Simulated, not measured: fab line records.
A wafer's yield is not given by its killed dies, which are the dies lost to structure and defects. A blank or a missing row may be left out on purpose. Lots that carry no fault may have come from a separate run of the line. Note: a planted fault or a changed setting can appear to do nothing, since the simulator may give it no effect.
fab line records ; flow nandHarc ; part 1 of 2: steps 1 to 17 of 28
record: lots: 5; wafers: 15; lastDay: 22
route steps=1159 shown A_STAIRCASE@684
lots untouched by any fault: they come from a run of this same line in which no faults occurred
startH: hours from the record's opening day to when the first of the lot's shown wafers began ; waitH: how many hours have passed since the lot's step before this one ; " the same as in the row above ; L1.1+2: one row covering several wafers at once ; - no value, or no start given ; * or withheld: withheld ; < > ~ a bound
route shown NAME@n: NAME is a module with steps in the file, n the number in the route of the first one ; usual: mean/standard deviation of fault-free wafers ; same: alike in all rows ; chamber/n: place in a boat ; sites: each site's reading ; _std_site: the standard deviation of these ; _edge_site: outer sites' mean less inner sites' ; radiusMm: how far each site lies from the wafer's centre ; mask NAME#n: copy n ; behind: the tool/chamber that last shaped the wafer ; hold: why the lot went on hold/how many hours it stayed there/how the hold came to an end ; device: the transistor (n, p or np) that didn't switch ; end of line: tests of these same wafers at the route's end ; for a step that has no rows: nothing shown but its recipe ; killed: the dies lost at the first sort to structure and to defects; this is not the yield of the wafer ; map: the dies of a wafer, with x for killed, . for not killed, _ for no die there
set.NAME: the setting as run; set.NAME@STEP: as run at that earlier step ; model.NAME: the simulator's own value behind a step, which no gauge read
lots at selected steps of the route; one table per step, one row per wafer
services: a tool's chamber out of use, with start hour (startH, from the record's first day; less than 0 if before it), hours out, and reason
== steps ==
step: NHARC_A_STAIRCASE_DEVELOP_309
recipe: timeS: 140
usual: resistLineTempC: 23.00/0.1
lot.wafer;tool;chamber;startH;waitH;resistLineTempC
L074.2;lithoTrack-02;0;-;-;23.04
L074.5;lithoTrack-02;0;-;-;22.95
L074.6;lithoTrack-02;0;-;-;22.98
L075.1;lithoTrack-07;0;-;-;22.99
L075.2;lithoTrack-07;0;-;-;22.92
L075.6;lithoTrack-07;0;-;-;23.06
L083.3;lithoTrack-03;0;-;-;23.07
L083.4;lithoTrack-03;0;-;-;22.81
L083.6;lithoTrack-03;0;-;-;23.12
L086.2;lithoTrack-02;0;-;-;23.00
L086.4;lithoTrack-02;0;-;-;22.87
L086.6;lithoTrack-02;0;-;-;23.04
L089.1;lithoTrack-07;0;-;-;23.07
L089.2;lithoTrack-07;0;-;-;23.01
L089.3;lithoTrack-07;0;-;-;23.11
step: NHARC_A_STAIRCASE_HARDBAKE_311
recipe: tempC: 120; timeS: 140
usual: resistLineTempC: 23.01/0.11
lot.wafer;tool;chamber;startH;waitH;resistLineTempC
L074.2;lithoTrack-03;0;250.50;-;22.92
L074.5;lithoTrack-03;0;250.50;-;23.23
L074.6;lithoTrack-03;0;250.50;-;23.01
L075.1;lithoTrack-02;0;263.18;-;23.08
L075.2;lithoTrack-02;0;263.18;-;23.05
L075.6;lithoTrack-02;0;263.18;-;22.94
L083.3;lithoTrack-07;0;311.90;-;23.07
L083.4;lithoTrack-07;0;311.90;-;22.94
L083.6;lithoTrack-07;0;311.90;-;22.91
L086.2;lithoTrack-07;0;335.58;-;23.01
L086.4;lithoTrack-07;0;335.58;-;23.00
L086.6;lithoTrack-07;0;335.58;-;23.13
L089.1;lithoTrack-03;0;341.51;-;23.18
L089.2;lithoTrack-03;0;341.51;-;22.98
L089.3;lithoTrack-03;0;341.51;-;23.15
step: NHARC_A_STAIRCASE_DESCUM_312
recipe: timeS: 3; o2FlowSccm: 200; arFlowSccm: 0; biasPowerW: 0; chemistry: O2
usual: drypumpMotorCurrentA: 5.7/0.39; oesProductAu: 1.001/0.012; rfVppV: 57.7/0.94; showerheadPlenumPTorr: 1.89/0.087; throttleValvePct: 11.311/0.0082
lot.wafer;tool;chamber;startH;waitH;drypumpMotorCurrentA;oesProductAu;rfHoursCounterH;rfVppV;showerheadPlenumPTorr;throttleValvePct
L074.2;rieDiel-13;3;250.60;-;5.7;1.008;58;58.4;1.95;11.312
L074.6;rieDiel-13;2;250.60;-;5.7;0.998;-;57.3;1.84;11.295
L074.5;rieDiel-13;3;250.60;-;5.7;1.003;-;59.3;1.95;11.310
L075.1;rieDiel-02;3;263.27;-;5.9;1.020;40;58.3;1.96;11.308
L075.2;rieDiel-02;2;263.27;-;5.4;1.021;32;59.3;2.01;11.306
L075.6;rieDiel-02;3;263.27;-;5.9;1.006;-;58.2;1.96;11.313
L083.3;rieDiel-06;2;311.98;-;5.4;1.003;19;59.0;2.07;11.309
L083.4;rieDiel-06;1;311.98;-;6.0;1.013;20;58.2;1.93;11.297
L083.6;rieDiel-06;2;311.98;-;5.4;1.014;-;57.4;2.07;11.301
L086.4;rieDiel-06;3;335.70;-;6.0;0.994;29;56.0;1.78;11.311
L086.2;rieDiel-06;0;335.70;-;5.1;0.997;32;57.1;1.84;11.309
L086.6;rieDiel-06;3;335.70;-;6.0;0.993;-;56.4;1.78;11.301
L089.3;rieDiel-02;3;341.60;-;5.9;1.021;1;58.3;1.95;11.311
L089.2;rieDiel-02;0;341.60;-;6.4;0.992;1;57.4;1.78;11.312
L089.1;rieDiel-02;2;341.60;-;5.4;1.017;1;58.1;2.00;11.311
step: NHARC_A_STAIRCASE_ETCH_313
recipe: cf4FlowSccm: 100; chf3FlowSccm: 30; arFlowSccm: 0; rfW: 500; biasW: 200; chemistry: CF4/CHF3
usual: cf4FlowSccm: 100.0/0.31; drypumpMotorCurrentA: 5.7/0.39; oesProductAu: 0.939/0.021; rfFwdPowerW: 497.1/2; rfVppV: 370.1/2.4; showerheadPlenumPTorr: 1.56/0.066; throttleValvePct: 16.803/0.0091
lot.wafer;tool;chamber;startH;waitH;cf4FlowSccm;drypumpMotorCurrentA;oesProductAu;rfFwdPowerW;rfHoursCounterH;rfVppV;showerheadPlenumPTorr;throttleValvePct
L074.2;rieDiel-13;2;250.70;0.1;100.5;5.6;0.930;495.8;59;368.0;1.52;16.815
L074.6;rieDiel-13;3;250.70;0.1;99.8;5.7;0.941;498.3;-;372.4;1.60;16.807
L074.5;rieDiel-13;0;250.70;0.1;100.2;5.1;0.930;496.3;-;368.1;1.51;16.791
L075.2;rieDiel-02;0;263.35;0.1;100.1;6.4;0.921;496.5;37;368.5;1.48;16.808
L075.1;rieDiel-02;2;263.35;0.1;99.9;5.4;0.942;497.9;32;373.0;1.65;16.809
L075.6;rieDiel-02;1;263.35;0.1;100.1;5.9;0.922;494.9;-;369.4;1.58;16.809
L083.3;rieDiel-06;1;312.06;0.1;99.6;6.0;0.933;499.8;20;370.8;1.58;16.793
L083.4;rieDiel-06;3;312.06;0.1;100.1;6.0;0.929;499.0;19;365.7;1.47;16.783
L083.6;rieDiel-06;1;312.06;0.1;99.7;6.0;0.942;498.2;-;372.4;1.58;16.787
L086.4;rieDiel-06;0;337.79;2.1;100.0;5.1;0.938;498.5;34;367.9;1.52;16.799
L086.2;rieDiel-06;1;337.79;2.1;100.1;6.0;0.953;501.6;31;373.2;1.58;16.812
L086.6;rieDiel-06;2;337.79;2.1;99.7;5.4;0.929;495.1;-;373.5;1.69;16.805
L089.2;rieDiel-02;1;341.70;0.1;99.8;6.0;0.976;494.7;1;370.7;1.57;16.799
L089.3;rieDiel-02;2;341.70;0.1;100.0;5.4;0.981;494.9;1;372.1;1.64;16.821
L089.1;rieDiel-02;3;341.70;0.1;100.2;5.9;0.977;499.8;1;372.0;1.60;16.807
step: NHARC_A_STAIRCASE_HM_OPEN_463
recipe: o2FlowSccm: 400; cosFlowSccm: 20; arFlowSccm: 0; rfW: 500; biasW: 300; chemistry: O2/COS
usual: drypumpMotorCurrentA: 5.7/0.38; oesProductAu: 1.001/0.011; rfFwdPowerW: 499.1/1.6; rfVppV: 466.8/2.9; showerheadPlenumPTorr: 3.10/0.13; throttleValvePct: 28.331/0.01
lot.wafer;tool;chamber;startH;waitH;drypumpMotorCurrentA;oesProductAu;rfFwdPowerW;rfHoursCounterH;rfVppV;showerheadPlenumPTorr;throttleValvePct
L074.2;rieDiel-13;1;-;-;5.6;0.986;498.6;54;467.1;3.14;28.333
L074.6;rieDiel-13;3;-;-;5.7;1.006;500.4;-;467.3;3.17;28.325
L074.5;rieDiel-13;0;-;-;5.1;1.002;497.9;-;465.2;2.99;28.318
L075.1;rieDiel-02;0;-;-;6.4;0.998;498.5;37;462.2;2.93;28.304
L075.2;rieDiel-02;1;-;-;5.9;0.997;497.2;42;468.4;3.13;28.323
L075.6;rieDiel-02;0;-;-;6.4;0.999;496.5;-;464.2;2.93;28.335
L083.4;rieDiel-06;2;-;-;5.4;1.000;497.6;19;473.3;3.36;28.322
L083.3;rieDiel-06;3;-;-;6.0;0.990;500.5;19;462.6;2.91;28.347
L083.6;rieDiel-06;1;-;-;6.0;1.005;501.2;-;469.2;3.14;28.338
L086.4;rieDiel-06;0;-;-;5.1;0.992;497.8;34;464.3;3.01;28.335
L086.2;rieDiel-06;1;-;-;6.0;1.010;500.4;31;467.1;3.14;28.333
L086.6;rieDiel-06;1;-;-;6.0;1.014;499.6;-;466.3;3.14;28.349
L089.2;rieDiel-02;2;-;-;5.4;1.022;498.9;1;470.5;3.25;28.325
L089.1;rieDiel-02;3;-;-;5.9;1.019;499.5;1;468.1;3.18;28.332
L089.3;rieDiel-02;0;-;-;6.4;1.004;499.9;1;462.8;2.92;28.334
step: NHARC_A_STAIRCASE_STRIP_464
recipe: o2FlowSccm: 400; cosFlowSccm: 20; arFlowSccm: 0; biasW: 0; chemistry: O2/COS
lot.wafer;tool;chamber;startH;waitH
L074.2+6+5;rieDiel-13;3,3,0;-;-
L075.2+1+6;rieDiel-02;1,2,1;-;-
L083.4+3+6;rieDiel-06;1,2,1;-;-
L086.2+4+6;rieDiel-06;1,2,0;-;-
L089.3+2+1;rieDiel-02;0,1,2;-;-
step: NHARC_A_STAIRCASE_ETCH_453
recipe: targetDepthA: 300; overetchA: 30; timeS: 16.5; ionEnergyEv: 100; cf4FlowSccm: 80; o2FlowSccm: 20; arFlowSccm: 0; rfW: 300; biasW: 100; chemistry: CF4/O2
usual: cf4FlowSccm: 79.97/0.22; drypumpMotorCurrentA: 5.7/0.38; oes_ar_750_au: 1.000/0.0041; oes_f_703_au: 1.000/0.0046; oesProductAu: 1.000/0.011; rfFwdPowerW: 294.5/1.8; rfVppV: 197.6/1.5; showerheadPlenumPTorr: 1.32/0.058; throttleValvePct: 13.397/0.0089
lot.wafer;tool;chamber;startH;waitH;cf4FlowSccm;drypumpMotorCurrentA;oes_ar_750_au;oes_f_703_au;oesProductAu;rfFwdPowerW;rfHoursCounterH;rfVppV;showerheadPlenumPTorr;throttleValvePct
L074.2;rieDiel-13;3;-;-;80.21;5.7;0.998;0.995;0.999;296.0;58;198.3;1.36;13.403
L074.5;rieDiel-13;3;-;-;79.84;5.7;0.993;0.996;1.009;297.2;-;198.9;1.36;13.400
L074.6;rieDiel-13;0;-;-;79.78;5.1;1.000;0.995;1.002;292.9;-;196.6;1.28;13.404
L075.1;rieDiel-02;2;-;-;80.06;5.4;1.001;1.003;1.003;295.2;32;200.1;1.40;13.409
L075.2;rieDiel-02;3;-;-;80.04;5.9;1.003;0.998;1.007;297.0;40;197.8;1.37;13.377
L075.6;rieDiel-02;3;-;-;80.15;5.8;0.999;1.001;1.011;296.4;-;198.2;1.37;13.390
L083.3;rieDiel-06;1;-;-;79.56;6.0;1.004;1.001;1.013;296.7;20;198.1;1.34;13.408
L083.4;rieDiel-06;0;-;-;79.75;5.1;0.999;1.002;0.987;296.8;21;197.0;1.29;13.406
L083.6;rieDiel-06;1;-;-;79.20;6.0;1.000;1.002;1.011;296.7;-;197.9;1.34;13.392
L086.4;rieDiel-06;0;-;-;80.10;5.1;0.999;0.999;0.989;297.8;34;197.1;1.28;13.396
L086.2;rieDiel-06;1;-;-;79.73;6.0;0.998;1.014;1.010;297.7;31;197.6;1.34;13.399
L086.6;rieDiel-06;3;-;-;79.87;6.0;1.002;0.999;0.982;293.7;-;194.7;1.24;13.381
L089.1;rieDiel-02;3;-;-;80.01;5.9;0.992;0.997;1.028;295.9;1;198.8;1.36;13.388
L089.3;rieDiel-02;0;-;-;79.84;6.4;1.007;0.999;1.011;293.3;1;194.7;1.25;13.386
L089.2;rieDiel-02;1;-;-;79.96;6.0;1.000;0.994;0.996;291.5;1;198.1;1.33;13.387
step: NHARC_A_STAIRCASE_ETCH_315
recipe: targetDepthA: 25000; timeS: 607.1; ionEnergyEv: 800; c4f8FlowSccm: 80; o2FlowSccm: 60; arFlowSccm: withheld; rfW: 600; biasW: 3000; chemistry: C4F8/O2/Ar
usual: oesProductAu: 0.934/0.012; rfFwdPowerW: 599.3/1.8; rfVppV: 1824/11
lot.wafer;tool;chamber;startH;waitH;oesProductAu;rfFwdPowerW;rfHoursCounterH;rfVppV
L074.2;rieDiel-13;1;-;-;0.937;597.8;54;1829
L074.6;rieDiel-13;1;-;-;0.929;601.3;-;1830
L074.5;rieDiel-13;2;-;-;0.935;595.9;-;1817
L075.1;rieDiel-02;1;-;-;0.928;596.7;43;1828
L075.2;rieDiel-02;2;-;-;0.944;601.3;32;1839
L075.6;rieDiel-02;3;-;-;0.938;600.1;-;1834
L083.4;rieDiel-06;3;-;-;0.921;602.4;19;1809
L083.3;rieDiel-06;0;-;-;0.914;599.9;21;1816
L083.6;rieDiel-06;2;-;-;0.937;597.9;-;1845
L086.4;rieDiel-06;2;-;-;0.928;598.2;30;1846
L086.2;rieDiel-06;0;-;-;0.919;601.4;34;1818
L086.6;rieDiel-06;2;-;-;0.928;602.5;-;1845
L089.3;rieDiel-02;0;-;-;0.943;601.2;1;1808
L089.1;rieDiel-02;1;-;-;0.943;599.7;1;1826
L089.2;rieDiel-02;2;-;-;0.964;601.1;1;1838
step: NHARC_A_STAIRCASE_STRIP_316
recipe: o2FlowSccm: 500; arFlowSccm: 0; biasW: 0; chemistry: O2
usual: drypumpMotorCurrentA: 5.7/0.39; oesProductAu: 1.001/0.01; rfVppV: 57.8/0.96; showerheadPlenumPTorr: 3.49/0.14; throttleValvePct: 17.036/0.0098
lot.wafer;tool;chamber;startH;waitH;drypumpMotorCurrentA;oesProductAu;rfHoursCounterH;rfVppV;showerheadPlenumPTorr;throttleValvePct
L074.2;rieDiel-13;2;-;-;5.7;1.009;59;57.0;3.40;17.038
L074.5;rieDiel-13;3;-;-;5.8;0.997;-;57.0;3.58;17.056
L074.6;rieDiel-13;0;-;-;5.1;0.995;-;56.9;3.38;17.036
L075.1;rieDiel-02;1;-;-;6.0;1.005;43;57.8;3.53;17.048
L075.2;rieDiel-02;0;-;-;6.4;1.012;38;56.8;3.32;17.034
L075.6;rieDiel-02;1;-;-;6.0;0.999;-;57.7;3.53;17.037
L083.4;rieDiel-06;1;-;-;6.0;1.007;21;59.5;3.55;17.040
L083.3;rieDiel-06;2;-;-;5.5;0.993;19;59.3;3.80;17.040
L083.6;rieDiel-06;0;-;-;5.1;0.995;-;57.3;3.41;17.028
L086.4;rieDiel-06;2;-;-;5.5;0.994;30;58.1;3.79;17.034
L086.2;rieDiel-06;3;-;-;6.1;0.985;32;57.6;3.29;17.036
L086.6;rieDiel-06;1;-;-;6.0;1.013;-;56.8;3.55;17.022
L089.1;rieDiel-02;1;-;-;5.9;0.995;1;58.7;3.52;17.044
L089.2;rieDiel-02;2;-;-;5.4;1.014;1;59.0;3.67;17.029
L089.3;rieDiel-02;3;-;-;5.8;1.030;1;58.5;3.59;17.046
step: NHARC_A_STAIRCASE_STRIP_317
recipe: timeS: 900; tempC: 130; chemistry: SPM
usual: bathHeatDutyPct: 15.0/1.8
lot.wafer;tool;chamber;startH;waitH;bathHeatDutyPct
L074.6;wetBench-02;4;251.96;-;14.8
L074.2;wetBench-02;6;251.96;-;14.2
L074.5;wetBench-02;0;251.96;-;18.0
L075.1;wetBench-02;6;264.61;-;14.3
L075.6;wetBench-02;7;264.61;-;16.5
L075.2;wetBench-02;0;264.61;-;16.8
L083.3;wetBench-02;6;313.32;-;14.1
L083.4;wetBench-02;7;313.32;-;14.9
L083.6;wetBench-02;0;313.32;-;16.6
L086.2;wetBench-06;2;339.31;-;16.7
L086.4;wetBench-06;3;339.31;-;12.7
L086.6;wetBench-06;4;339.31;-;13.6
L089.1;wetBench-02;2;342.97;-;13.2
L089.2;wetBench-02;4;342.97;-;14.6
L089.3;wetBench-02;7;342.97;-;15.6
step: NHARC_A_STAIRCASE_PRECLEAN_318
recipe: timeS: *; tempC: 50; bathAgeMin: 0; chemistry: SC1
usual: bathHeatDutyPct: 7.2/0.88; nh4ohFlowMLMin: 28.30/0.097
lot.wafer;tool;chamber;startH;waitH;bathHeatDutyPct;nh4ohFlowMLMin
L074.6;wetBench-02;4;-;-;7.6;28.36
L074.2;wetBench-02;6;-;-;6.8;28.26
L074.5;wetBench-02;0;-;-;8.7;28.27
L075.1;wetBench-02;6;-;-;6.4;28.34
L075.6;wetBench-02;7;-;-;7.2;28.27
L075.2;wetBench-02;0;-;-;8.7;28.26
L083.3;wetBench-02;6;-;-;6.9;28.15
L083.4;wetBench-02;7;-;-;6.7;28.32
L083.6;wetBench-02;0;-;-;9.1;28.11
L086.2;wetBench-06;2;-;-;7.0;28.49
L086.4;wetBench-06;3;-;-;5.7;28.47
L086.6;wetBench-06;4;-;-;6.9;28.25
L089.1;wetBench-02;2;-;-;6.0;28.21
L089.2;wetBench-02;4;-;-;6.5;28.44
L089.3;wetBench-02;7;-;-;7.1;28.28
step: NHARC_A_STAIRCASE_SRD_329
lot.wafer;tool;chamber;startH;waitH
L074.6+2+5;wetBench-02;4,6,0;-;-
L075.1+6+2;wetBench-02;6,7,0;-;-
L083.3+4+6;wetBench-02;6,7,0;-;-
L086.2+4+6;wetBench-06;2,3,4;-;-
L089.1+2+3;wetBench-02;2,4,7;-;-
step: NHARC_A_STAIRCASE_ALD_415
recipe: targetThkA: 300; pulseTimeS: 6; aldCycles: 300; tempC: 300; material: SiO2
usual: heaterPowerW: 465/48; precursorPulseHeightRel: 1.002/0.021
lot.wafer;tool;chamber;startH;waitH;heaterPowerW;precursorPulseHeightRel
L074.2;aldHk-02;0;252.47;0.1;481;1.051
L074.6;aldHk-02;0;252.47;0.1;495;1.041
L074.5;aldHk-02;1;252.47;0.1;437;1.017
L075.2;aldHk-03;2;265.13;0.1;483;1.003
L075.1;aldHk-03;0;265.13;0.1;469;1.004
L075.6;aldHk-03;3;265.13;0.1;369;0.997
L083.3;aldHk-02;0;313.93;0.1;507;0.985
L083.4;aldHk-02;1;313.93;0.1;473;1.003
L083.6;aldHk-02;0;313.93;0.1;513;0.975
L086.4;aldHk-02;2;340.34;0.5;492;0.988
L086.2;aldHk-02;3;340.34;0.5;471;1.002
L086.6;aldHk-02;1;340.34;0.5;468;1.003
L089.2;aldHk-02;1;343.72;0.3;475;0.970
L089.3;aldHk-02;2;343.72;0.3;496;0.989
L089.1;aldHk-02;3;343.72;0.3;472;1.016
step: NHARC_A_STAIRCASE_ETCHBACK_416
recipe: targetDepthA: 360; timeS: 7.2; c4f8FlowSccm: withheld; o2FlowSccm: 8; arFlowSccm: withheld; rfW: 600; biasW: 800; chemistry: C4F8/O2/Ar
usual: oesProductAu: 0.94/0.035; rfFwdPowerW: 587.0/2.8; rfVppV: 722/4.2
lot.wafer;tool;chamber;startH;waitH;oesProductAu;rfFwdPowerW;rfHoursCounterH;rfVppV
L074.2;rieDiel-13;1;-;-;0.93;590.5;55;723
L074.5;rieDiel-13;0;-;-;0.92;583.2;-;719
L074.6;rieDiel-13;1;-;-;0.93;589.9;-;724
L075.2;rieDiel-06;2;-;-;1.01;584.0;4;732
L075.1;rieDiel-06;0;-;-;1.01;588.6;4;720
L075.6;rieDiel-06;2;-;-;1.00;589.0;-;731
L083.3;rieDiel-13;2;-;-;0.92;589.2;10;720
L083.4;rieDiel-13;3;-;-;0.92;587.0;9;726
L083.6;rieDiel-13;2;-;-;0.92;584.0;-;719
L086.2;rieDiel-06;0;-;-;0.91;593.9;36;720
L086.4;rieDiel-06;1;-;-;0.92;590.5;33;726
L086.6;rieDiel-06;3;-;-;0.91;582.7;-;716
L089.1;rieDiel-13;2;-;-;0.92;585.9;23;719
L089.3;rieDiel-13;3;-;-;0.92;591.3;20;726
L089.2;rieDiel-13;0;-;-;0.92;586.5;20;720
step: NHARC_A_STAIRCASE_STRIP_476
recipe: timeS: 20; o2FlowSccm: 500; arFlowSccm: 0; biasW: 0; chemistry: O2
usual: drypumpMotorCurrentA: 5.7/0.39; oesProductAu: 1.002/0.01; rfVppV: 57.7/0.83; showerheadPlenumPTorr: 3.50/0.14; throttleValvePct: 17.037/0.0085
lot.wafer;tool;chamber;startH;waitH;drypumpMotorCurrentA;oesProductAu;rfHoursCounterH;rfVppV;showerheadPlenumPTorr;throttleValvePct
L074.2;rieDiel-13;3;254.62;0.1;5.7;1.010;59;57.3;3.58;17.027
L074.5;rieDiel-13;3;254.62;0.1;5.7;1.007;-;58.7;3.58;17.039
L074.6;rieDiel-13;0;254.62;0.1;5.1;1.012;-;57.0;3.38;17.032
L075.1;rieDiel-06;0;267.29;0.1;5.1;0.999;4;57.0;3.42;17.029
L075.2;rieDiel-06;1;267.29;0.1;6.0;1.004;3;57.7;3.56;17.043
L075.6;rieDiel-06;1;267.29;0.1;6.0;1.018;-;58.7;3.56;17.035
L083.4;rieDiel-13;3;316.31;0.3;5.8;1.006;9;58.0;3.57;17.015
L083.3;rieDiel-13;0;316.31;0.3;5.1;1.003;10;56.2;3.37;17.052
L083.6;rieDiel-13;3;316.31;0.3;5.7;1.002;-;58.0;3.57;17.047
L086.4;rieDiel-06;1;342.05;0.1;6.1;1.012;33;56.5;3.55;17.022
L086.2;rieDiel-06;2;342.05;0.1;5.5;0.999;31;57.6;3.79;17.044
L086.6;rieDiel-06;1;342.05;0.1;6.0;1.022;-;56.6;3.55;17.053
L089.1;rieDiel-13;0;345.68;0.1;5.1;1.009;20;57.9;3.36;17.039
L089.2;rieDiel-13;2;345.68;0.1;5.7;0.993;23;57.8;3.39;17.022
L089.3;rieDiel-13;3;345.68;0.1;5.7;0.996;20;57.4;3.57;17.032
step: NHARC_A_STAIRCASE_DEP_417
recipe: targetThkA: 600; stepCoveragePct: 20; tempC: 400; targetThkNm: 60; flowSccm: 200; rfW: 450; material: Si3N4
usual: heaterPowerW: 751/75; rfFwdPowerW: 449.0/1.1
lot.wafer;tool;chamber;startH;waitH;heaterPowerW;rfFwdPowerW
L074.2;pecvd-03;1;254.81;-;756;450.4
L074.6;pecvd-03;2;254.81;-;592;450.0
L074.5;pecvd-03;1;254.81;-;755;448.6
L075.2;pecvd-04;2;267.42;-;712;449.3
L075.1;pecvd-04;0;267.42;-;849;448.1
L075.6;pecvd-04;1;267.42;-;844;449.0
L083.3;pecvd-04;1;316.45;-;761;449.7
L083.6;pecvd-04;0;316.45;-;908;449.0
L083.4;pecvd-04;1;316.45;-;770;450.6
L086.2;pecvd-04;2;342.19;-;606;450.3
L086.4;pecvd-04;1;342.19;-;825;451.0
L086.6;pecvd-04;2;342.19;-;616;448.7
L089.1;pecvd-04;0;345.80;-;892;450.5
L089.3;pecvd-04;1;345.80;-;873;450.2
L089.2;pecvd-04;2;345.80;-;663;450.5
step: NHARC_A_STAIRCASE_WET_418
recipe: tempC: 160; targetDepthA: 200; chemistry: H3PO4
usual: bathHeatDutyPct: 25.3/1.9
lot.wafer;tool;chamber;startH;waitH;bathHeatDutyPct
L074.2;wetH3po4-01;1;257.26;-;25.5
L074.5;wetH3po4-01;1;257.26;-;25.0
L074.6;wetH3po4-01;1;257.26;-;24.7
L075.1;wetH3po4-01;1;270.44;-;26.1
L075.2;wetH3po4-01;1;270.44;-;24.8
L075.6;wetH3po4-01;1;270.44;-;25.7
L083.3;wetH3po4-02;0;318.02;-;24.1
L083.4;wetH3po4-02;0;318.02;-;25.0
L083.6;wetH3po4-02;0;318.02;-;23.8
L086.2;wetH3po4-01;1;343.08;-;23.7
L086.4;wetH3po4-01;1;343.08;-;24.0
L086.6;wetH3po4-01;1;343.08;-;23.8
L089.1;wetH3po4-02;1;348.85;-;23.8
L089.2;wetH3po4-02;1;348.85;-;23.7
L089.3;wetH3po4-02;1;348.85;-;23.7
